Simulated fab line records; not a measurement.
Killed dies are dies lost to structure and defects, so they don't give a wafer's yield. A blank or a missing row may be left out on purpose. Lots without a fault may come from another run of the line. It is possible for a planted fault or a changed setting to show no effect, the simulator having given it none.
fab line records	flow n5_finfet
record lots=7	wafers=39
route steps=1938 shown FIN_SAQP@102 DUMMY_GATE@220 MOL_CONTACT_COAG@551 BEOL_M6@1198 BEOL_M7@1299 BEOL_M11@1536
start_h: hours from the record's opening day to when the first of the lot's shown wafers began	wait_h: hours since the lot's step before	" the same as in the row above	L1.1+2: several wafers, shown together as one row	- value missing, or start not given	* or withheld: withheld	< > ~ a bound
route shown NAME@n: a module of which the file shows steps, and the number in the route of the first	usual: mean/standard deviation taken from wafers without a fault	same: alike in all rows	chamber/n: place in a boat	sites: per-site readings	_std_site: the standard deviation of these	_edge_site: the outer-site mean with the inner-site mean subtracted	radius_mm: how far each site lies from the wafer's centre	mask NAME#n: copy n	behind: the most recent tool/chamber to have shaped the wafer	hold: cause of the lot's hold/its duration in hours/its outcome	device: which transistor (n, p or np) failed to switch	end of line: the route-end tests of the same wafers	for a step that has no rows: nothing shown but its recipe	killed: dies lost to structure and defects at the first sort, not the wafer's yield	map: a wafer's dies, marking killed ones x, the rest . and places with no die _
set.NAME: the setting that was run; set.NAME@STEP: the one run at that earlier step	model.NAME: the simulator's own value behind a step, which no gauge read
lots whose settings were changed on purpose; a table a step, a row a wafer
## steps
# step N5_FIN_SAQP_HM_DEP_72
# recipe material=SiO2	target_thk_a=120	temp_c=400	precursor=SiH4/N2O	pressure_torr=0.75	rf_w=275	time_s=7.2
lot.wafer	tool	chamber	start_h	wait_h	set.target_thk_a	model.SiO2_of_FIN_SAQP_HM_DEP_72.thk_nm
L074.1	pecvd-04	0	21.33	0.0	173.4	17.02
L074.2	"	1	"	"	120	12.19
L074.3	"	2	"	"	120	11.93
L074.4	"	2	"	"	120	11.95
L074.5	"	1	"	"	173.4	17.42
L074.6	"	0	"	"	173.4	17.48
L075.1	pecvd-02	0	26.93	0.0	120	12.01
L075.2	"	2	"	"	120	12.02
L075.3	"	1	"	"	120	12.04
L075.4	"	1	"	"	120	12.06
L075.5	"	0	"	"	120	12.3
L075.6	"	2	"	"	120	12.29
L076.1	pecvd-02	2	33.64	0.0	155.3	15.35
L076.2	"	0	"	"	120	12.19
L076.3	"	1	"	"	155.3	15.37
L076.4	"	2	"	"	120	12.1
L076.5	"	0	"	"	155.3	15.75
L076.6	"	1	"	"	120	12.3
L077.1	pecvd-01	0	39.31	0.0	138.7	13.78
L077.2	"	1	"	"	120	12.13
L077.3	"	2	"	"	138.7	14.23
L077.4	"	1	"	"	138.7	14.06
L077.5	"	0	"	"	120	12.26
L077.6	"	2	"	"	120	12.31
L078.3	pecvd-04	2	45.66	0.0	120	11.76
L078.5	"	2	"	"	120	12.16
L078.6	"	0	"	"	120	12.05
L080.1	pecvd-04	1	57.84	0.0	187.6	18.7
L080.2	"	2	"	"	187.6	18.46
L080.3	"	0	"	"	120	11.82
L080.4	"	0	"	"	120	12.2
L080.5	"	2	"	"	120	12.23
L080.6	"	1	"	"	187.6	19.11
L091.1+2	pecvd-01	1,0	123.70	0.0	155.6	15.55
L091.3	"	2	"	"	120	12.26
L091.4	"	1	"	"	155.6	15.83
L091.5	"	2	"	"	120	12.19
L091.6	"	0	"	"	120	12.13
# step N5_FIN_SAQP_COAT_49
# recipe resist=SOC	temp_c=250	time_s=60	spin_rpm=1500	resist_thk_nm=100
# step N5_FIN_SAQP_COAT_50
# recipe resist=SiARC	temp_c=220	time_s=60	spin_rpm=1500	resist_thk_nm=35
# step N5_FIN_SAQP_ETCH_52
# recipe chemistry=N2/H2	target=SOC	target_depth_a=1000	overetch_a=200	mask_material=SiARC	temp_c=40	time_s=150	ion_energy_ev=200	pressure_mtorr=30	source_w=840	bias_w=150	n2_flow_sccm=200	h2_flow_sccm=200	ends=end_point
# step N5_FIN_SAQP_STRIP_53
# recipe chemistry=N2/H2	temp_c=40	n2_flow_sccm=200	h2_flow_sccm=200	rf_frequency_hz=6e+07
# step N5_FIN_SAQP_HM_OPEN_73
# recipe chemistry=CHF3/O2	target=SiO2	stop_on=a-Si	target_depth_a=120	over_etch_frac=1.8	mask_material=SOC	time_s=16.8	pressure_mtorr=30	source_w=650	bias_w=170	Ar_flow_sccm=200	CHF3_flow_sccm=50	O2_flow_sccm=5	ion_energy_ev=200	ends=end_point
lot.wafer	tool	chamber	start_h	wait_h	set.target_thk_a@FIN_SAQP_HM_DEP_72	model.etch.depth_nm
L074.1	rie_diel-03	1	22.07	0.0	173.4	17.02
L074.2	"	2	"	"	120	12.19
L074.3	"	3	"	"	120	11.93
L074.4	"	0	"	"	120	11.95
L074.5	"	1	"	"	173.4	17.42
L074.6	"	0	"	"	173.4	17.48
L075.1	rie_diel-05	2	27.87	0.0	120	12.01
L075.2	"	0	"	"	120	12.02
L075.3	"	3	"	"	120	12.04
L075.4	"	1	"	"	120	12.06
L075.5	"	3	"	"	120	12.3
L075.6	"	0	"	"	120	12.29
L076.1	rie_diel-03	1	34.26	0.0	155.3	15.35
L076.2	"	2	"	"	120	12.19
L076.3	"	0	"	"	155.3	15.37
L076.4	"	3	"	"	120	12.1
L076.5	"	1	"	"	155.3	15.75
L076.6	"	2	"	"	120	12.3
L077.1	rie_diel-05	0	39.93	0.0	138.7	13.78
L077.2	"	2	"	"	120	12.13
L077.3	"	1	"	"	138.7	14.23
L077.4	"	3	"	"	138.7	14.06
L077.5	"	2	"	"	120	12.26
L077.6	"	1	"	"	120	12.31
L078.3	rie_diel-02	1	46.67	0.0	120	11.76
L078.5	"	0	"	"	120	12.16
L078.6	"	3	"	"	120	12.05
L080.1	rie_diel-02	3	58.46	0.0	187.6	18.7
L080.2	"	2	"	"	187.6	18.46
L080.3	"	0	"	"	120	11.82
L080.4	"	1	"	"	120	12.2
L080.5	"	3	"	"	120	12.23
L080.6	"	0	"	"	187.6	19.11
L091.1+2	rie_diel-05	1,3	124.44	0.0	155.6	15.55
L091.3	"	0	"	"	120	12.26
L091.4	"	0	"	"	155.6	15.83
L091.5	"	3	"	"	120	12.19
L091.6	"	1	"	"	120	12.13
# step N5_DUMMY_GATE_HM_DEP_06
# recipe material=SiNx	target_thk_a=800	precursor=DCS/NH3	temp_c=700	pressure_mtorr=300	time_s=5141
lot.wafer	tool	chamber	start_h	wait_h	set.time_s	model.SiNx_of_DUMMY_GATE_HM_DEP_06.thk_nm
L074.1+3	-	-	-	0.0	3614	55.6
L074.2	"	-	"	"	3614	55.2
L074.4	"	-	"	"	3614	55.8
L074.5	"	-	"	"	3614	54.6
L074.6	"	-	"	"	3614	55
L075.1+4+6	-	-	-	0.0	3763	59
L075.2	"	-	"	"	3763	59.6
L075.3+5	"	-	"	"	3763	58.8
L076.1	-	-	-	0.0	2103	33.2
L076.2	"	-	"	"	2103	33.4
L076.3+5	"	-	"	"	2103	33.6
L076.4	"	-	"	"	2103	33.8
L076.6	"	-	"	"	2103	33
L077.1	-	-	-	0.0	5141	80
L077.2	"	-	"	"	5141	79.4
L077.3+6	"	-	"	"	5141	79.8
L077.4+5	"	-	"	"	5141	80.6
L078.3	lpcvd-01	0/50	66.94	0.0	5141	79.6
L078.5	"	0/59	"	"	5141	79
L078.6	"	0/64	"	"	5141	79.8
L080.1	-	-	-	0.0	3368	51.2
L080.2+3+4	"	-	"	"	3368	52.4
L080.5	"	-	"	"	3368	52.2
L080.6	"	-	"	"	3368	51.8
L091.1+6	-	-	-	0.0	6414	98.6
L091.2	"	-	"	"	6414	98
L091.3	"	-	"	"	6414	99
L091.4	"	-	"	"	6414	98.4
L091.5	"	-	"	"	6414	99.2
# step N5_MOL_CONTACT_COAG_SPUTTER_130
# recipe material=Co	target_thk_a=475	temp_c=25	chamber_pressure_pa=0.5	power_w=3000
lot.wafer	tool	chamber	start_h	wait_h	set.target_thk_a	model.Co_of_MOL_CONTACT_COAG_SPUTTER_130.thk_nm
L074.1	pvd_sputter-03	-	95.65	0.0	374	36.4
L074.2	"	-	"	"	374	36.2
L074.3	"	-	"	"	475	46.6
L074.4	"	-	"	"	374	36
L074.5+6	"	-	"	"	475	46.4
L075.1	pvd_sputter-01	-	96.90	0.0	327.2	32
L075.2+3	"	-	"	"	475	47.8
L075.4	"	-	"	"	475	47.6
L075.5	"	-	"	"	327.2	33.2
L075.6	"	-	"	"	327.2	32.4
L076.1	pvd_sputter-03	-	103.26	0.0	475	47.2
L076.2	"	-	"	"	196.4	19
L076.3+6	"	-	"	"	196.4	19.2
L076.4	"	-	"	"	475	46
L076.5	"	-	"	"	475	46.2
L077.1	pvd_sputter-02	-	109.76	0.0	292.1	29.4
L077.2	"	-	"	"	475	48.2
L077.3	"	-	"	"	475	49
L077.4	"	-	"	"	475	47.6
L077.5	"	-	"	"	292.1	30
L077.6	"	-	"	"	292.1	29
L078.3+5	pvd_sputter-03	-	120.67	0.0	475	46.6
L078.6	"	-	"	"	475	47
L080.1	pvd_sputter-01	-	130.48	0.0	227.8	23
L080.2	"	-	"	"	227.8	22.8
L080.3	"	-	"	"	475	48.2
L080.4	"	-	"	"	227.8	23.2
L080.5	"	-	"	"	475	47.4
L080.6	"	-	"	"	475	47.8
L091.1	pvd_sputter-02	-	200.18	0.0	475	47
L091.2+6	"	-	"	"	475	47.4
L091.3+5	"	-	"	"	475	46.6
L091.4	"	-	"	"	475	46.4
# step N5_BEOL_M6_HM_DEP_02
# recipe material=TiN	target_thk_a=200	temp_c=25	chamber_pressure_pa=0.49996
lot.wafer	tool	chamber	start_h	wait_h	set.target_thk_a	model.TiN_of_BEOL_M6_HM_DEP_02.thk_nm
L074.1+3	pvd_sputter-02	-	186.22	2.4	275.1	27.6
L074.2	"	-	"	"	275.1	27.8
L074.4	"	-	"	"	200	20.2
L074.5	"	-	"	"	200	20
L074.6	"	-	"	"	200	20.4
L075.1	pvd_sputter-02	-	189.88	2.1	249.6	25
L075.2	"	-	"	"	249.6	24.8
L075.3	"	-	"	"	200	19.8
L075.4	"	-	"	"	249.6	24.6
L075.5	"	-	"	"	200	19.6
L075.6	"	-	"	"	200	20
L076.1+2	pvd_sputter-02	-	199.18	2.3	236.8	24
L076.3+4	"	-	"	"	200	20
L076.5	"	-	"	"	200	20.4
L076.6	"	-	"	"	236.8	23.6
L077.1+5	pvd_sputter-02	-	203.96	0.7	200	19.8
L077.2	"	-	"	"	157.4	15.8
L077.3	"	-	"	"	157.4	15.6
L077.4	"	-	"	"	200	19.6
L077.6	"	-	"	"	157.4	15.4
L078.3	pvd_sputter-01	-	212.10	0.0	200	20
L078.5	"	-	"	"	200	19.4
L078.6	"	-	"	"	200	19.8
L080.1+6	pvd_sputter-02	-	218.96	0.2	200	20.2
L080.2	"	-	"	"	147.2	14.6
L080.3	"	-	"	"	147.2	14.8
L080.4	"	-	"	"	147.2	15
L080.5	"	-	"	"	200	20
L091.1+5	pvd_sputter-01	-	286.61	0.9	200	20
L091.2+4+6	"	-	"	"	200	19.8
L091.3	"	-	"	"	200	20.2
# step N5_BEOL_M6_COAT_59
# recipe resist=SOC	temp_c=250	time_s=60	spin_rpm=1500	resist_thk_nm=100
# step N5_BEOL_M6_COAT_60
# recipe resist=SiARC	temp_c=220	time_s=60	spin_rpm=1500	resist_thk_nm=35
# step N5_BEOL_M6_STRIP_68
# recipe chemistry=N2/H2	temp_c=40	n2_flow_sccm=200	h2_flow_sccm=200	rf_frequency_hz=6e+07
# step N5_BEOL_M6_STRIP_67
# recipe chemistry=CF4	resist=SiARC	power_w=300	bias_power_w=75	pressure_mtorr=50	cf4_flow_sccm=150	rf_frequency_hz=6e+07
# step N5_BEOL_M6_HM_OPEN_17
# recipe chemistry=Cl2/BCl3	target_depth_a=200	overetch_a=60	target=TiN	mask_material=SOC	ion_energy_ev=150	pressure_mtorr=10	icp_w=1000	bias_w=126	Cl2_flow_sccm=53.25	bcl3_flow_sccm=21.75	Ar_flow_sccm=25
lot.wafer	tool	chamber	start_h	wait_h	set.target_thk_a@BEOL_M6_HM_DEP_02	model.etch.depth_nm
L074.1	rie_metal-01	1	187.28	0.0	275.1	27.46
L074.2	"	0	"	"	275.1	24.98
L074.3	"	1	"	"	275.1	27.19
L074.4	"	0	"	"	200	20.2
L074.5	"	0	"	"	200	20.02
L074.6	"	1	"	"	200	20.38
L075.1	rie_metal-02	1	190.74	0.0	249.6	24.96
L075.2	"	0	"	"	249.6	24.75
L075.3	"	0	"	"	200	19.81
L075.4	"	1	"	"	249.6	24.61
L075.5	"	1	"	"	200	19.67
L075.6	"	0	"	"	200	20.08
L076.1+2	rie_metal-02	1,0	200.08	0.0	236.8	23.93
L076.3	"	1	"	"	200	20.09
L076.4	"	0	"	"	200	20.08
L076.5	"	0	"	"	200	20.35
L076.6	"	1	"	"	236.8	23.66
L077.1+5	rie_metal-02	0,1	204.76	0.0	200	19.74
L077.2	"	1	"	"	157.4	15.78
L077.3	"	0	"	"	157.4	15.63
L077.4	"	1	"	"	200	19.68
L077.6	"	0	"	"	157.4	15.45
L078.3	rie_metal-01	1	212.88	0.1	200	19.94
L078.5	"	0	"	"	200	19.46
L078.6	"	1	"	"	200	19.9
L080.1	rie_metal-03	0	219.92	0.0	200	20.27
L080.2	"	1	"	"	147.2	14.7
L080.3	"	1	"	"	147.2	14.79
L080.4	"	0	"	"	147.2	14.97
L080.5	"	1	"	"	200	20
L080.6	"	0	"	"	200	20.29
L091.1	rie_metal-03	0	287.47	0.0	200	20.04
L091.2+4+6	"	1	"	"	200	19.86
L091.3	"	0	"	"	200	20.12
L091.5	"	0	"	"	200	19.91
# step N5_BEOL_M7_DESCUM_33
# recipe chemistry=O2	time_s=7	source_power_w=50	bias_power_w=20	pressure_mtorr=20	rf_frequency_hz=2.712e+07	temp_c=40	resist=CAR-EUV	o2_flow_sccm=225
lot.wafer	tool	chamber	start_h	wait_h	set.time_s	model.CAR-EUV_of_BEOL_M7_COAT_22.thk_nm
L074.1	rie_diel-04	0	200.70	0.3	9.421	24.8
L074.2+3+5	"	1,2,0	"	"	7	26
L074.4	"	3	"	"	9.421	25
L074.6	"	1	"	"	9.421	24.6
L075.1+2+3	rie_diel-04	0,3,2	201.20	0.0	5.696	26.6
L075.4+5+6	"	1,2,3	"	"	7	26
L076.1+3+6	rie_diel-06	1,0,0	210.45	0.0	10.48	24.4
L076.2+4+5	"	2,3,1	"	"	7	26
L077.1+3	rie_diel-01	3,2	217.79	0.0	7	26.2
L077.2	"	1	"	"	5.217	26.8
L077.4+5	"	0,3	"	"	5.217	27
L077.6	"	0	"	"	7	26
L078.3+5+6	rie_diel-06	1,0,1	223.63	0.0	7	26
L080.1+4+5	rie_diel-06	2,1,2	233.51	0.1	3.29	28
L080.2	"	0	"	"	7	26.2
L080.3+6	"	3	"	"	7	26
L091.1+3	rie_diel-04	2,3	296.41	0.0	5.852	26.4
L091.2	"	0	"	"	7	25.8
L091.4+5	"	2,0	"	"	7	26
L091.6	"	3	"	"	5.852	26.6
# step N5_BEOL_M7_ETCH_72
# recipe chemistry=N2/H2	target=underlayer	target_depth_a=65	mask_material=CAR-EUV	time_s=5.2	ion_energy_ev=200	pressure_mtorr=30	source_w=840	bias_w=150	n2_flow_sccm=200	h2_flow_sccm=200	ends=cleared
lot.wafer	tool	chamber	start_h	wait_h	set.time_s@BEOL_M7_DESCUM_33	model.CAR-EUV_of_BEOL_M7_COAT_22.thk_nm
L074.1+4	rie_diel-04	0,3	200.73	0.0	9.421	19.2
L074.2+5	"	1,0	"	"	7	20.4
L074.3	"	2	"	"	7	20.2
L074.6	"	1	"	"	9.421	19
L075.1+2	rie_diel-04	0,3	201.23	0.0	5.696	21
L075.3	"	2	"	"	5.696	20.8
L075.4+5+6	"	1,2,3	"	"	7	20.4
L076.1+3+6	rie_diel-06	1,0,0	210.48	0.0	10.48	18.6
L076.2+4+5	"	2,3,1	"	"	7	20.4
L077.1+3+6	rie_diel-01	3,2,0	217.83	0.0	7	20.4
L077.2+4+5	"	1,0,3	"	"	5.217	21.2
L078.3+6	rie_diel-06	1	223.66	0.0	7	20.4
L078.5	"	0	"	"	7	20.2
L080.1+5	rie_diel-06	2	233.55	0.0	3.29	22.2
L080.2+3	"	0,3	"	"	7	20.4
L080.4	"	1	"	"	3.29	22.4
L080.6	"	3	"	"	7	20.2
L091.1	rie_diel-04	2	296.44	0.0	5.852	20.6
L091.2+4+5	"	0,2,0	"	"	7	20.2
L091.3+6	"	3	"	"	5.852	20.8
# step N5_BEOL_M11_ILD_DEP_00
# recipe material=SiCOH_lowk	target_thk_a=3085.1	temp_c=300	precursor=DEMS/porogen	pressure_torr=5	rf_w=500	time_s=58
lot.wafer	tool	chamber	start_h	wait_h	set.time_s	model.SiCOH_lowk_of_BEOL_M11_ILD_DEP_00.thk_nm
L075.1	pecvd-03	0	234.95	0.0	58	309.2
L075.2	"	2	"	"	58	302.8
L075.3	"	1	"	"	58	311.4
L075.4	"	1	"	"	58	317.4
L075.5	"	0	"	"	58	314
L075.6	"	2	"	"	58	307.4
L074.1	pecvd-03	1	236.00	0.0	58	305.8
L074.2	"	0	"	"	79.38	415.8
L074.3	"	2	"	"	58	299
L074.4	"	1	"	"	79.38	426.2
L074.5	"	0	"	"	58	308.8
L074.6	"	2	"	"	79.38	418.8
L076.1	pecvd-02	1	243.95	0.0	68.61	366.6
L076.2	"	2	"	"	58	313.6
L076.3	"	0	"	"	58	311.2
L076.4	"	2	"	"	68.61	369.2
L076.5	"	1	"	"	68.61	376
L076.6	"	0	"	"	58	314.2
L077.1	pecvd-03	1	251.08	0.0	81.97	432.8
L077.2	"	2	"	"	58	301.4
L077.3	"	0	"	"	58	306.8
L077.4	"	0	"	"	81.97	438.6
L077.5	"	2	"	"	58	307.6
L077.6	"	1	"	"	81.97	441
L078.3	pecvd-03	0	260.45	0.0	58	307
L078.5	"	0	"	"	58	313.4
L078.6	"	1	"	"	58	314.8
L080.1	pecvd-02	0	267.94	0.0	37.61	203
L080.2	"	2	"	"	37.61	203.8
L080.3	"	1	"	"	37.61	206
L080.4	"	0	"	"	58	317.6
L080.5	"	1	"	"	58	315.6
L080.6	"	2	"	"	58	313.8
L091.1	pecvd-04	0	323.55	0.0	58	306.4
L091.2	"	2	"	"	58	300.8
L091.3	"	2	"	"	36.21	192.8
L091.4	"	0	"	"	36.21	193.8
L091.5	"	2	"	"	58	312.6
L091.6	"	0	"	"	36.21	193.4
# step N5_BEOL_M11_CURE_71
# recipe temp_c=385	time_s=240	ambient=He/Ar	material=SiCOH_lowk
lot.wafer	tool	chamber	start_h	wait_h	set.time_s@BEOL_M11_ILD_DEP_00	model.SiCOH_lowk_of_BEOL_M11_ILD_DEP_00.thk_nm
L075.1	uv_cure-02	0	235.03	0.0	58	268.6
L075.2	"	0	"	"	58	262.8
L075.3	"	0	"	"	58	270.6
L075.4	"	0	"	"	58	275.8
L075.5	"	0	"	"	58	272.8
L075.6	"	0	"	"	58	267.2
L074.1	uv_cure-03	2	236.08	0.0	58	265.6
L074.2	"	2	"	"	79.38	363.4
L074.3	"	2	"	"	58	259.6
L074.4	"	2	"	"	79.38	372.6
L074.5	"	2	"	"	58	268.2
L074.6	"	2	"	"	79.38	366
L076.1	uv_cure-02	1	244.03	0.0	68.61	319.6
L076.2	"	1	"	"	58	272.4
L076.3	"	1	"	"	58	270.4
L076.4	"	1	"	"	68.61	321.8
L076.5	"	1	"	"	68.61	327.8
L076.6	"	1	"	"	58	273
L077.1	uv_cure-01	0	251.16	0.0	81.97	378.6
L077.2	"	0	"	"	58	261.8
L077.3	"	0	"	"	58	266.6
L077.4	"	0	"	"	81.97	383.6
L077.5	"	0	"	"	58	267.2
L077.6	"	0	"	"	81.97	386
L078.3	uv_cure-01	0	260.69	0.2	58	266.6
L078.5	"	0	"	"	58	272.2
L078.6	"	0	"	"	58	273.6
L080.1	uv_cure-02	1	268.02	0.0	37.61	175.2
L080.2	"	1	"	"	37.61	176
L080.3	"	1	"	"	37.61	178
L080.4	"	1	"	"	58	276
L080.5	"	1	"	"	58	274.2
L080.6	"	1	"	"	58	272.8
L091.1	uv_cure-01	1	323.79	0.2	58	266.2
L091.2	"	1	"	"	58	261.2
L091.3	"	1	"	"	36.21	166.4
L091.4	"	1	"	"	36.21	167.2
L091.5	"	1	"	"	58	271.6
L091.6	"	1	"	"	36.21	166.8
# step N5_BEOL_M11_THK_MEAS_01
# recipe reads=SiCOH_lowk_of_BEOL_M11_ILD_DEP_00
# usual M11_ILD_THK=269/4.2
lot.wafer	tool	chamber	start_h	wait_h	set.time_s@BEOL_M11_ILD_DEP_00	M11_ILD_THK[nm]
L075.1	film_metro-01	-	235.54	0.4	58	269
L075.2	"	-	"	"	58	263
L075.3	"	-	"	"	58	271
L075.4	"	-	"	"	58	276
L075.5	"	-	"	"	58	273
L075.6	"	-	"	"	58	267
L074.1	film_metro-01	-	236.59	0.4	58	266
L074.2	"	-	"	"	79.38	363
L074.3	"	-	"	"	58	259
L074.4	"	-	"	"	79.38	373
L074.5	"	-	"	"	58	268
L074.6	"	-	"	"	79.38	366
L076.1	film_metro-02	-	244.54	0.4	68.61	320
L076.2	"	-	"	"	58	272
L076.3	"	-	"	"	58	270
L076.4	"	-	"	"	68.61	322
L076.5	"	-	"	"	68.61	328
L076.6	"	-	"	"	58	273
L077.1	film_metro-01	-	251.67	0.4	81.97	378
L077.2	"	-	"	"	58	262
L077.3	"	-	"	"	58	267
L077.4	"	-	"	"	81.97	383
L077.5	"	-	"	"	58	267
L077.6	"	-	"	"	81.97	386
L078.3	film_metro-01	-	261.05	0.3	58	267
L078.5	"	-	"	"	58	272
L078.6	"	-	"	"	58	274
L080.1	film_metro-02	-	269.01	0.8	37.61	175
L080.2	"	-	"	"	37.61	176
L080.3	"	-	"	"	37.61	178
L080.4	"	-	"	"	58	276
L080.5	"	-	"	"	58	274
L080.6	"	-	"	"	58	273
L091.1	film_metro-01	-	324.78	0.8	58	266
L091.2	"	-	"	"	58	261
L091.3	"	-	"	"	36.21	166
L091.4	"	-	"	"	36.21	167
L091.5	"	-	"	"	58	272
L091.6	"	-	"	"	36.21	167
# step N5_BEOL_M11_CVD_75
# recipe material=Co	target_thk_a=20	temp_c=withheld	precursor=CCTBA/H2	pressure_torr=30	time_s=138.9
lot.wafer	tool	chamber	start_h	wait_h	set.target_thk_a	model.Co_of_BEOL_M11_CVD_75.thk_nm
L075.1+2+4+6	cvd_co-02	1,2,2,1	238.82	0.0	20	2
L075.3	"	0	"	"	20	2.4
L075.5	"	0	"	"	20	2.2
L074.1+2+4	cvd_co-01	1,0,2	240.00	0.1	20	2
L074.3+5+6	"	2,1,0	"	"	11.35	1
L076.1+2+4	cvd_co-02	1,2,0	248.85	0.0	31.7	3.2
L076.3	"	0	"	"	20	2.2
L076.5+6	"	2,1	"	"	20	2
L077.1+3	cvd_co-01	1,0	259.91	0.1	20	2
L077.2+4	"	2,1	"	"	23.33	2.2
L077.5	"	2	"	"	20	1.8
L077.6	"	0	"	"	23.33	2
L078.3+6	cvd_co-01	2	267.09	0.1	20	2
L078.5	"	0	"	"	20	1.8
L080.1+2+4	cvd_co-02	2,0,1	274.96	0.0	11.13	1.2
L080.3+5	"	1,2	"	"	20	2
L080.6	"	0	"	"	20	2.2
L091.1	cvd_co-02	0	331.23	0.3	20	2.2
L091.2+4	"	1	"	"	20	2
L091.3	"	2	"	"	15.62	1.4
L091.5+6	"	2,0	"	"	15.62	1.6
## key
split step=N5_FIN_SAQP_HM_DEP_72	setting=target_thk_a	stated=120	by=wafer
response step=N5_FIN_SAQP_HM_DEP_72	reading=model.SiO2_of_FIN_SAQP_HM_DEP_72.thk_nm	change=+0.117	per=1%	r=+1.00
response step=N5_FIN_SAQP_HM_OPEN_73	reading=model.etch.depth_nm	change=+0.117	per=1%	r=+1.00
split step=N5_DUMMY_GATE_HM_DEP_06	setting=time_s	stated=5141	by=lot
response step=N5_DUMMY_GATE_HM_DEP_06	reading=model.SiNx_of_DUMMY_GATE_HM_DEP_06.thk_nm	change=+0.784	per=1%	r=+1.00
split step=N5_MOL_CONTACT_COAG_SPUTTER_130	setting=target_thk_a	stated=475	by=wafer
response step=N5_MOL_CONTACT_COAG_SPUTTER_130	reading=model.Co_of_MOL_CONTACT_COAG_SPUTTER_130.thk_nm	change=+0.476	per=1%	r=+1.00
split step=N5_BEOL_M6_HM_DEP_02	setting=target_thk_a	stated=200	by=wafer
response step=N5_BEOL_M6_HM_DEP_02	reading=model.TiN_of_BEOL_M6_HM_DEP_02.thk_nm	change=+0.2	per=1%	r=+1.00
response step=N5_BEOL_M6_HM_OPEN_17	reading=model.etch.depth_nm	change=+0.187	per=1%	r=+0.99
split step=N5_BEOL_M7_DESCUM_33	setting=time_s	stated=7	by=wafer
response step=N5_BEOL_M7_DESCUM_33	reading=model.CAR-EUV_of_BEOL_M7_COAT_22.thk_nm	change=-0.0341	per=1%	r=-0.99
response step=N5_BEOL_M7_ETCH_72	reading=model.CAR-EUV_of_BEOL_M7_COAT_22.thk_nm	change=-0.0352	per=1%	r=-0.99
split step=N5_BEOL_M11_ILD_DEP_00	setting=time_s	stated=58	by=wafer
response step=N5_BEOL_M11_ILD_DEP_00	reading=model.SiCOH_lowk_of_BEOL_M11_ILD_DEP_00.thk_nm	change=+3.13	per=1%	r=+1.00
response step=N5_BEOL_M11_CURE_71	reading=model.SiCOH_lowk_of_BEOL_M11_ILD_DEP_00.thk_nm	change=+2.77	per=1%	r=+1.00
response step=N5_BEOL_M11_THK_MEAS_01	reading=M11_ILD_THK	change=+2.77	per=1%	r=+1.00
split step=N5_BEOL_M11_CVD_75	setting=target_thk_a	stated=20	by=wafer
response step=N5_BEOL_M11_CVD_75	reading=model.Co_of_BEOL_M11_CVD_75.thk_nm	change=+0.0203	per=1%	r=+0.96
